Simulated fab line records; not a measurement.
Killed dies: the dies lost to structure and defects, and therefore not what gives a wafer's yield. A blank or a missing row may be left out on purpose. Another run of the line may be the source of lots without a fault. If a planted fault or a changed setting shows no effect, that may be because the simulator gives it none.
Split-lot study / flow n5 finfet / route with 1938 steps; 7 lots, 21 wafers read

THE SPLIT
At N5_DUMMY_GATE_EXPOSE_12 (exposes mask GATE, target cd 25 nm), the setting dose mj was moved away from the recipe's 34 on 7 of the 21 wafers read, by -7.1% to +6.0%. All remaining wafers had this setting at the recipe value.

FROM THE SPLIT TO THE READING: what the file shows between them, 2 steps
- N5_DUMMY_GATE_PEB_13: peb time 60 s
- N5_DUMMY_GATE_DEVELOP_14: develop time 30 s

THE READING
cd nm at N5_DUMMY_GATE_CD_MEAS_15, given in nm (cd target 25.8 nm). Fault-free wafers of this fab line usually give 25.10 nm, standard deviation 0.24 nm.

wafer=L081.1; tool, chamber at the split=euv scanner-01, 0; dose mj as run=34; against the recipe=recipe; cd nm, nm=25.20; against lot-mates on the recipe=-
wafer=L081.3; tool, chamber at the split=euv scanner-01, 0; dose mj as run=34; against the recipe=recipe; cd nm, nm=25.38; against lot-mates on the recipe=-
wafer=L081.6; tool, chamber at the split=euv scanner-01, 0; dose mj as run=34; against the recipe=recipe; cd nm, nm=25.24; against lot-mates on the recipe=-
wafer=L086.2; tool, chamber at the split=euv scanner-02, 0; dose mj as run=34; against the recipe=recipe; cd nm, nm=25.40; against lot-mates on the recipe=-
wafer=L086.5; tool, chamber at the split=euv scanner-02, 0; dose mj as run=34; against the recipe=recipe; cd nm, nm=25.06; against lot-mates on the recipe=-
wafer=L086.6; tool, chamber at the split=euv scanner-02, 0; dose mj as run=34; against the recipe=recipe; cd nm, nm=25.31; against lot-mates on the recipe=-
wafer=L087.3; tool, chamber at the split=euv scanner-01, 0; dose mj as run=34; against the recipe=recipe; cd nm, nm=24.99; against lot-mates on the recipe=-
wafer=L087.4; tool, chamber at the split=euv scanner-01, 0; dose mj as run=34; against the recipe=recipe; cd nm, nm=25.13; against lot-mates on the recipe=-
wafer=L087.5; tool, chamber at the split=euv scanner-01, 0; dose mj as run=34; against the recipe=recipe; cd nm, nm=24.98; against lot-mates on the recipe=-
wafer=L093.1; tool, chamber at the split=euv scanner-01, 0; dose mj as run=34; against the recipe=recipe; cd nm, nm=25.13; against lot-mates on the recipe=-
wafer=L093.3; tool, chamber at the split=euv scanner-01, 0; dose mj as run=34; against the recipe=recipe; cd nm, nm=24.98; against lot-mates on the recipe=-
wafer=L093.4; tool, chamber at the split=euv scanner-01, 0; dose mj as run=35.99; against the recipe=+5.9%; cd nm, nm=23.91; against lot-mates on the recipe=-1.14
wafer=L094.2; tool, chamber at the split=euv scanner-01, 0; dose mj as run=31.57; against the recipe=-7.1%; cd nm, nm=26.32; against lot-mates on the recipe=+1.45
wafer=L094.3; tool, chamber at the split=euv scanner-01, 0; dose mj as run=31.57; against the recipe=-7.1%; cd nm, nm=26.16; against lot-mates on the recipe=+1.29
wafer=L094.4; tool, chamber at the split=euv scanner-01, 0; dose mj as run=34; against the recipe=recipe; cd nm, nm=24.87; against lot-mates on the recipe=-
wafer=L095.1; tool, chamber at the split=euv scanner-01, 0; dose mj as run=34; against the recipe=recipe; cd nm, nm=24.86; against lot-mates on the recipe=-
wafer=L095.3; tool, chamber at the split=euv scanner-01, 0; dose mj as run=36.03; against the recipe=+6.0%; cd nm, nm=23.60; against lot-mates on the recipe=-1.26
wafer=L095.4; tool, chamber at the split=euv scanner-01, 0; dose mj as run=36.03; against the recipe=+6.0%; cd nm, nm=24.58; against lot-mates on the recipe=-0.28
wafer=L097.1; tool, chamber at the split=euv scanner-02, 0; dose mj as run=35.87; against the recipe=+5.5%; cd nm, nm=23.83; against lot-mates on the recipe=-1.01
wafer=L097.2; tool, chamber at the split=euv scanner-02, 0; dose mj as run=35.87; against the recipe=+5.5%; cd nm, nm=24.35; against lot-mates on the recipe=-0.49
wafer=L097.4; tool, chamber at the split=euv scanner-02, 0; dose mj as run=34; against the recipe=recipe; cd nm, nm=24.84; against lot-mates on the recipe=-

THE FIT
A straight line over all 21 wafers: cd nm changes by -0.172 nm for each +1% of dose mj; r = -0.93; the points scatter about the line by 0.24 nm.
The same after taking each lot's own level away (the mean of its wafers on the recipe; 21 wafers): -0.165 nm for each +1%; r = -0.94; scatter 0.22 nm.
Per that fit: largest dose mj move, reading shift of 1.2 nm.
From 24.840 to 25.273 nm: that is the span of the lots' own levels, equal to 1.8 times the standard deviation above.
So the lot-to-lot level changes the slope little: the two slopes agree.
Check: +1.14 nm against its lot-mates is what the line predicts for one of the wafers moved furthest among these (-7.1%) when that wafer is left out of the fit. Against them it came out at +1.45 nm.

OTHER SPLITS APPLIED TO THESE WAFERS
These wafers also went through other splits before the reading. Each is held against what the fit with the lots' levels taken away leaves over:
other split on the same wafers=N5_WELL_APT_COAT_19 spin rpm; wafers away from the commonest value=10; r with cd nm (lot level and that fit taken away)=+0.14
other split on the same wafers=N5_WELL_APT_EXPOSE_22 dose mj; wafers away from the commonest value=10; r with cd nm (lot level and that fit taken away)=+0.06
other split on the same wafers=N5_PMOS_HMC_CHANNEL_EPI_COAT_31 spin rpm; wafers away from the commonest value=6; r with cd nm (lot level and that fit taken away)=-0.18
other split on the same wafers=N5_PMOS_HMC_CHANNEL_EPI_EXPOSE_06 dose mj; wafers away from the commonest value=2; r with cd nm (lot level and that fit taken away)=-0.01
other split on the same wafers=N5_DUMMY_GATE_COAT_28 spin rpm; wafers away from the commonest value=10; r with cd nm (lot level and that fit taken away)=-0.19

FILE'S OWN FIT
cd nm changes by -0.166 nm for each +1% of dose mj, r = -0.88.
